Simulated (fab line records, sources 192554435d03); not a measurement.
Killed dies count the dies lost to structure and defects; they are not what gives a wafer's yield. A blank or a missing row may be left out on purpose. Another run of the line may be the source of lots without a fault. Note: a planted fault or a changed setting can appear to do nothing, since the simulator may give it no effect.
The tool behind it: which one? || flow n5-finfet || 31 wafers from 12 lots sampled at 2 of the route's 1938 steps

== WHAT EACH GAUGE READ, for each wafer ==
N5_BEOL_M12_CD_MEAS_28 targets a cd of 160.2 nm. Usual: cd-nm 161.1 nm, standard deviation 1.6.
{"lot": "L635", "measured": "day 11 01:38", "on": "cd-sem-02", "cd-nm (nm)": "160.5 161.1 159.8", "flag": ""}
{"lot": "L636", "measured": "day 11 03:35", "on": "cd-sem-01", "cd-nm (nm)": "162.4 160.5", "flag": ""}
{"lot": "L634", "measured": "day 11 16:23", "on": "cd-sem-03", "cd-nm (nm)": "160.3 161.1 161.6", "flag": ""}
{"lot": "L638", "measured": "day 11 22:50", "on": "cd-sem-01", "cd-nm (nm)": "159.6 160.7 161.4", "flag": ""}
{"lot": "L642", "measured": "day 12 13:06", "on": "cd-sem-02", "cd-nm (nm)": "161.8 160.0", "flag": ""}
{"lot": "L643", "measured": "day 13 01:47", "on": "cd-sem-01", "cd-nm (nm)": "162.1 160.1 162.4", "flag": ""}
{"lot": "L644", "measured": "day 13 09:29", "on": "cd-sem-02", "cd-nm (nm)": "162.6 160.6 160.9", "flag": ""}
{"lot": "L646", "measured": "day 13 18:34", "on": "cd-sem-01", "cd-nm (nm)": "162.8 161.9", "flag": ""}
{"lot": "L645", "measured": "day 13 18:43", "on": "cd-sem-02", "cd-nm (nm)": "160.8 161.8", "flag": ""}
{"lot": "L647", "measured": "day 14 04:42", "on": "cd-sem-01", "cd-nm (nm)": "161.5 162.3", "flag": ""}
{"lot": "L648", "measured": "day 14 09:13", "on": "cd-sem-02", "cd-nm (nm)": "163.6 160.6 161.0", "flag": ""}
{"lot": "L651", "measured": "day 14 16:26", "on": "cd-sem-02", "cd-nm (nm)": "162.2 159.7 161.5", "flag": ""}

N5_BEOL_M12_OVL_MEAS_29. Usual: M12_OVL 0 nm, standard deviation 5.
{"lot": "L635", "measured": "day 11 01:40", "on": "overlay-02", "M12_OVL (nm)": "1 -6 -14", "flag": ""}
{"lot": "L636", "measured": "day 11 03:37", "on": "overlay-01", "M12_OVL (nm)": "-7 3", "flag": ""}
{"lot": "L634", "measured": "day 11 16:25", "on": "overlay-01", "M12_OVL (nm)": "3 -5 -5", "flag": ""}
{"lot": "L638", "measured": "day 11 22:52", "on": "overlay-01", "M12_OVL (nm)": "2 3 -3", "flag": ""}
{"lot": "L642", "measured": "day 12 13:08", "on": "overlay-02", "M12_OVL (nm)": "-3 1", "flag": ""}
{"lot": "L643", "measured": "day 13 01:49", "on": "overlay-02", "M12_OVL (nm)": "-1 1 1", "flag": ""}
{"lot": "L644", "measured": "day 13 09:31", "on": "overlay-02", "M12_OVL (nm)": "-7 -11 -4", "flag": ""}
{"lot": "L646", "measured": "day 13 18:35", "on": "overlay-01", "M12_OVL (nm)": "3 -2", "flag": ""}
{"lot": "L645", "measured": "day 13 18:44", "on": "overlay-02", "M12_OVL (nm)": "-5 -6", "flag": ""}
{"lot": "L647", "measured": "day 14 04:44", "on": "overlay-01", "M12_OVL (nm)": "-6 -4", "flag": ""}
{"lot": "L648", "measured": "day 14 09:15", "on": "overlay-01", "M12_OVL (nm)": "4 4 8", "flag": ""}
{"lot": "L651", "measured": "day 14 16:28", "on": "overlay-01", "M12_OVL (nm)": "-5 -1 0", "flag": ""}

== WHICH TOOL RAN EACH LOT (tool, then ch and the chambers of the sampled wafers, then the start) ==
There is no process step in the record ahead of these readings.

== WHAT THE TOOLS THEMSELVES READ (means of the sampled wafers that have a number; where no wafer has one, the mark that the record gives instead) ==
The record holds no such reading with a usual standard deviation.

== THE ANSWER, worked out from the rows above alone ==
Rule: take the mean of a lot's wafers that have a number; if it is more than 3 standard deviations from the usual mean, the lot is off. Also off: a lot with no number at a reading for which 4 or more lots have one. The other lots that the step has rows for count as sound. After the gauges, taken in route order, come the tools' own readings; for these a lot's mean is taken, as printed above. At the first step where some lot is off, the reading lying furthest off is the one used; lots without a number count as furthest.
Across all readings shown, no lot is off: no conclusion can be drawn from this.

== WHAT THE SIMULATOR HAD PUT IN ==
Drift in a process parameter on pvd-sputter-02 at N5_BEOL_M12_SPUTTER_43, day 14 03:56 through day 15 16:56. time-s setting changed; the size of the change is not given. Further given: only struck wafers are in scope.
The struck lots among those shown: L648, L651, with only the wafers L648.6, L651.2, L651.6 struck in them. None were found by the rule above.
